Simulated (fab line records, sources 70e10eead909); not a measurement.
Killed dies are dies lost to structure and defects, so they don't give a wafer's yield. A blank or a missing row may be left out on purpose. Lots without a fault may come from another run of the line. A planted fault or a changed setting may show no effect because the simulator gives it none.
fab line records | flow nand_harc
record lots=5 wafers=15 last_day=34
route steps=1302 shown P_M2@330
lots that met no fault: from a run of the same line without faults
start_h: hours from the record's first day to the start of the lot's first wafer shown | wait_h: hours since the lot's step before | " the same as in the row above | L1.1+2: a row that stands for several wafers | - no value, or no start given | * or withheld: withheld | < > ~ a bound
route shown NAME@n: a module of which the file shows steps, and the number in the route of the first | usual: mean/standard deviation of fault-free wafers | same: alike in all rows | chamber/n: place in a boat | sites: the reading at each site | _std_site: their standard deviation | _edge_site: outer sites' mean less inner sites' | radius_mm: how far each site lies from the wafer's centre | mask NAME#n: copy n | behind: the tool/chamber that last shaped the wafer | hold: why the lot was held/for how many hours/how that ended | device: the transistor (n, p or np) that didn't switch | end of line: the same wafers' tests at the end of the route | a step without rows: its recipe alone | killed: dies lost to structure and defects at the first sort, not the wafer's yield | map: a wafer's dies, x killed, . not, _ none there
set.NAME: the setting as run; set.NAME@STEP: as run at that earlier step | model.NAME: the simulator's own value behind a step, which no gauge read
lots at some steps of the route; a table a step, a row a wafer
services: from which hour (start_h, from the record's first day; less than 0 if before it) a tool's chamber was out of use, for how many hours, and why
## steps
# step NHARC_P_M2_INSPECT_11
# usual raw_defect_count=4.2/2.3
# columns lot.wafer tool chamber start_h wait_h raw_defect_count
L537.1 defect_inspect-01 - 145.98 0.0 3
L537.3 " - " " 5
L537.6 " - " " 4
L540.3 defect_inspect-02 - 178.36 0.0 1
L540.5 " - " " 2
L540.6 " - " " 5
L551.1 defect_inspect-02 - 291.81 0.0 7
L551.2 " - " " 7
L551.5 " - " " 8
L554.1 defect_inspect-02 - 315.35 0.0 4
L554.3 " - " " 7
L554.4 " - " " 7
L558.1 defect_inspect-02 - 362.89 0.0 4
L558.3 " - " " 2
L558.5 " - " " 1
# step NHARC_P_M2_DESCUM_14
# recipe time_s=3 o2_flow_sccm=200 ar_flow_sccm=0 bias_power_w=0 chemistry=O2
# usual drypump_motor_current_A=5.8/0.34 oes_product_au=0.998/0.0079 rf_vpp_V=57.6/0.92 showerhead_plenum_p_Torr=1.89/0.081 throttle_valve_pct=11.311/0.01
# columns lot.wafer tool chamber start_h wait_h drypump_motor_current_A oes_product_au rf_hours_counter_h rf_vpp_V showerhead_plenum_p_Torr throttle_valve_pct
L537.1 rie_diel-02 2 146.04 0.1 5.7 1.003 5.9 57.8 1.88 11.319
L537.3 " 1 " " 6.0 0.993 7.2 58.8 2.05 11.317
L537.6 " 2 " " 5.7 1.005 - 56.3 1.88 11.313
L540.3 rie_diel-02 0 178.45 0.1 6.3 1.004 7.3 58.5 1.97 11.313
L540.6 " 1 " " 6.0 0.985 - 58.3 2.05 11.291
L540.5 " 2 " " 5.7 1.005 - 59.0 1.88 11.296
L551.1 rie_diel-04 1 291.88 0.1 5.6 0.998 6.9 57.4 1.78 11.330
L551.2 " 2 " " 6.3 1.004 6.1 57.3 1.86 11.317
L551.5 " 1 " " 5.6 0.995 - 59.5 1.78 11.307
L554.1 rie_diel-04 3 315.41 0.1 5.8 1.007 6.5 57.4 1.85 11.305
L554.4 " 0 " " 5.8 1.015 8.0 56.6 1.92 11.317
L554.3 " 1 " " 5.6 1.006 7.5 57.6 1.78 11.315
L558.1 rie_diel-02 0 362.96 0.1 6.3 0.995 4.2 58.2 1.97 11.320
L558.3 " 1 " " 6.0 0.993 4.5 58.0 2.05 11.324
L558.5 " 3 " " 5.4 0.992 - 56.9 1.80 11.315
# step NHARC_P_M2_ETCH_35
# recipe target_depth_a=400 overetch_a=120 time_s=43.94 ion_energy_ev=200 n2_flow_sccm=150 h2_flow_sccm=150 ar_flow_sccm=0 rf_w=400 bias_w=150 chemistry=N2/H2
# step NHARC_P_M2_ETCH_15
# recipe target_depth_a=1825 time_s=91.2 c4f8_flow_sccm=withheld ar_flow_sccm=400 rf_w=600 bias_w=300 chemistry=C4F8/Ar
# usual oes_product_au=0.931/0.018 rf_vpp_V=440.1/2.6
# columns lot.wafer tool chamber start_h wait_h oes_product_au rf_hours_counter_h rf_vpp_V
L537.3 rie_diel-02 2 - - 0.919 6.0 441.0
L537.1 " 3 " " 0.904 7.0 437.0
L537.6 " 1 " " 0.919 - 445.7
L540.3 rie_diel-02 0 - - 0.923 7.4 442.8
L540.5 " 1 " " 0.916 - 445.8
L540.6 " 2 " " 0.925 - 439.5
L551.1 rie_diel-04 1 - - 0.924 7.0 436.8
L551.2 " 0 " " 0.921 7.5 442.5
L551.5 " 2 " " 0.919 - 438.5
L554.1 rie_diel-04 0 - - 0.943 8.0 442.2
L554.4 " 1 " " 0.948 7.6 437.3
L554.3 " 3 " " 0.932 6.5 438.1
L558.1 rie_diel-02 1 - - 0.922 4.5 444.5
L558.3 " 0 " " 0.914 4.3 443.4
L558.5 " 1 " " 0.930 - 444.9
# step NHARC_P_M2_CD_MEAS_16
# usual cd_nm=169.6/0.59
# columns lot.wafer tool chamber start_h wait_h cd_nm
L537.1 cd_sem-01 - 146.83 - 169.9
L537.3 " - " " 169.6
L537.6 " - " " 170.2
L540.3 cd_sem-02 - 178.73 - 170.1
L540.5 " - " " 170.5
L540.6 " - " " 169.8
L551.1 cd_sem-03 - 292.17 - 170.5
L551.2 " - " " 170.1
L551.5 " - " " 170.4
L554.1 cd_sem-02 - 315.71 - 170.0
L554.3 " - " " 168.7
L554.4 " - " " 169.0
L558.1 cd_sem-03 - 363.25 - 169.8
L558.3 " - " " 168.9
L558.5 " - " " 169.4
# step NHARC_P_M2_STRIP_18
# recipe power_w=1000 n2_flow_sccm=150 h2_flow_sccm=150 ar_flow_sccm=0 bias_w=0 chemistry=N2/H2
# step NHARC_P_M2_ETCH_28
# recipe target_depth_a=300 over_etch_frac=0.3 time_s=72.99 ion_energy_ev=150 cf4_flow_sccm=50 n2_flow_sccm=100 ar_flow_sccm=150 rf_w=300 bias_w=100 chemistry=CF4/N2
# step NHARC_P_M2_STRIP_19
# recipe time_s=600 temp_c=30 chemistry=post_etch_residue_remover
# step NHARC_P_M2_DEGAS_29
# recipe temp_c=250 time_s=60
# usual heater_power_w=327/20
# columns lot.wafer tool chamber start_h wait_h heater_power_w
L537.3 pvd_sputter-01 - 147.55 - 308
L537.1 " - " " 311
L537.6 " - " " 322
L540.3 pvd_sputter-02 - 179.46 - 380
L540.6 " - " " 319
L540.5 " - " " 351
L551.2 pvd_sputter-01 - 292.89 - 322
L551.1 " - " " 337
L551.5 " - " " 315
L554.1 pvd_sputter-01 - 316.43 - 319
L554.3 " - " " 316
L554.4 " - " " 318
L558.3 pvd_sputter-01 - 363.97 - 340
L558.1 " - " " 323
L558.5 " - " " 328
# step NHARC_P_M2_PRE_CLEAN_30
# recipe time_s=30 temp_c=280 gas=H2/He
# usual heater_power_w=402/25
# columns lot.wafer tool chamber start_h wait_h heater_power_w
L537.1 pvd_sputter-01 - - - 382
L537.3 " - " " 402
L537.6 " - " " 405
L540.3 pvd_sputter-02 - - - 419
L540.6 " - " " 407
L540.5 " - " " 463
L551.1 pvd_sputter-01 - - - 388
L551.2 " - " " 406
L551.5 " - " " 390
L554.1 pvd_sputter-01 - - - 412
L554.3 " - " " 400
L554.4 " - " " 403
L558.1 pvd_sputter-01 - - - 400
L558.3 " - " " 404
L558.5 " - " " 392
# step NHARC_P_M2_PVD_20
# recipe target_thk_a=50 bias_v=168.6 power_w=15000 chamber_pressure_pa=0.12 time_s=8.06 substrate_temp_c=50 material=TaN
# step NHARC_P_M2_PVD_21
# recipe target_thk_a=300 chamber_pressure_pa=5 power_w=5000 substrate_temp_c=30 time_s=20.49 material=Cu
# usual chamber_pressure_pa=5.002/0.01 throttle_valve_pct=30.1/0.87
# columns lot.wafer tool chamber start_h wait_h chamber_pressure_pa throttle_valve_pct
L537.3 pvd_sputter-01 - - - 5.020 30.9
L537.1 " - " " 4.995 29.6
L537.6 " - " " 4.998 31.1
L540.3 pvd_sputter-02 - - - 4.983 29.2
L540.5 " - " " 5.012 29.7
L540.6 " - " " 5.014 29.6
L551.1 pvd_sputter-01 - - - 4.996 30.4
L551.2 " - " " 5.007 30.6
L551.5 " - " " 4.999 30.1
L554.3 pvd_sputter-01 - - - 5.004 30.3
L554.4 " - " " 4.979 31.5
L554.1 " - " " 4.992 30.4
L558.1 pvd_sputter-01 - - - 4.991 31.6
L558.3 " - " " 4.998 30.4
L558.5 " - " " 5.010 31.2
# step NHARC_P_M2_ECD_22
# recipe target_thk_a=4000 bath_temp_c=25 material=Cu
# columns lot.wafer tool chamber start_h wait_h
L537.1+3+6 ecd_cu-02 0,1,0 147.91 -
L540.3+5+6 ecd_cu-02 0,1,0 179.95 -
L551.2+1+5 ecd_cu-02 1,0,0 293.24 -
L554.1+4+3 ecd_cu-01 0,0,1 316.78 -
L558.1+3+5 ecd_cu-01 1 364.38 -
# step NHARC_P_M2_ANNEAL_31
# recipe temp_c=225 time_s=90
# step NHARC_P_M2_CMP_23
# recipe t_overpolish_s=20 target_thk_nm=144.3
# usual motor_current_A=12.6/0.97 slurry_filter_dp_kPa=13.51/0.14 time_to_endpoint_s=29.1/2
# columns lot.wafer tool chamber start_h wait_h motor_current_A slurry_filter_dp_kPa time_to_endpoint_s
L537.3 cmp-02 3 148.65 - 12.0 13.23 30.8
L537.1 " 1 " " 13.8 13.61 29.1
L537.6 " 3 " " 11.8 13.06 31.9
L540.3 cmp-03 0 180.52 - 11.4 13.45 28.9
L540.6 " 0 " " 11.6 13.34 30.6
L540.5 " 1 " " 10.8 13.39 29.0
L551.1 cmp-02 2 293.96 - 13.2 13.57 29.1
L551.2 " 3 " " 11.6 13.70 29.3
L551.5 " 2 " " 13.5 13.65 14.9
L554.1 cmp-02 3 317.50 - 11.9 13.66 27.6
L554.3 " 0 " " 11.5 13.61 30.9
L554.4 " 1 " " 12.0 13.65 27.3
L558.1 cmp-02 3 365.05 - 12.7 13.65 28.8
L558.3 " 2 " " 13.2 13.31 29.2
L558.5 " 3 " " 12.3 13.67 29.3
## services
# columns tool chamber start_h hours kind
cmp-02 - 134.50 4.0 pm
rie_diel-04 0 136.40 21.9 repair
rie_diel-04 - 148.52 0.3 repair
pvd_sputter-01 - 159.21 14.6 repair
rie_diel-02 - 166.78 1.2 repair
rie_diel-04 - 177.90 9.0 pm
pvd_sputter-01 - 178.68 1.8 repair
rie_diel-02 - 205.43 1.9 repair
cmp-02 - 211.45 2.3 repair
rie_diel-02 - 216.70 9.0 pm
rie_diel-04 3 225.27 8.1 repair
pvd_sputter-01 - 226.00 10.0 pm
cmp-02 - 232.50 4.0 pm
rie_diel-04 2 266.46 4.8 repair
rie_diel-04 0 296.28 1.6 repair
rie_diel-04 - 299.33 2.6 repair
rie_diel-04 - 302.68 0.5 repair
rie_diel-02 - 308.85 0.6 repair
cmp-02 - 317.79 2.6 repair
cmp-02 - 330.50 4.0 pm
rie_diel-04 - 341.33 1.8 repair
rie_diel-02 3 347.78 4.5 repair
rie_diel-04 - 354.90 9.0 pm
rie_diel-02 0 363.89 69.9 repair
## key
first_sign step=NHARC_P_M2_CMP_23 reading=time_to_endpoint_s direction=down sigmas=7.2 usual=* struck=*
effect none on later readings
met_at NHARC_P_M2_ECD_22
struck_wafers L551.5
later_rows_left_out L551.5
sort_left_out L551.5
onset_between 179.95 293.24
fault kind=process_parameter_drift tool=ecd_cu-02 chamber=- onset_h=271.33 steps=NHARC_P_M2_ECD_22 channel=target_thk_a offset=* shape=step end_h=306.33 scope=struck_wafers_only acts_in=* stated=*
# sort_left_out: the simulated sort isn't trusted on such a fault, so these wafers' sort isn't shown, and their yield isn't known
# later_rows_left_out: the simulator's readings of these wafers behind a module that went badly wrong aren't trusted and aren't shown, but for the sort
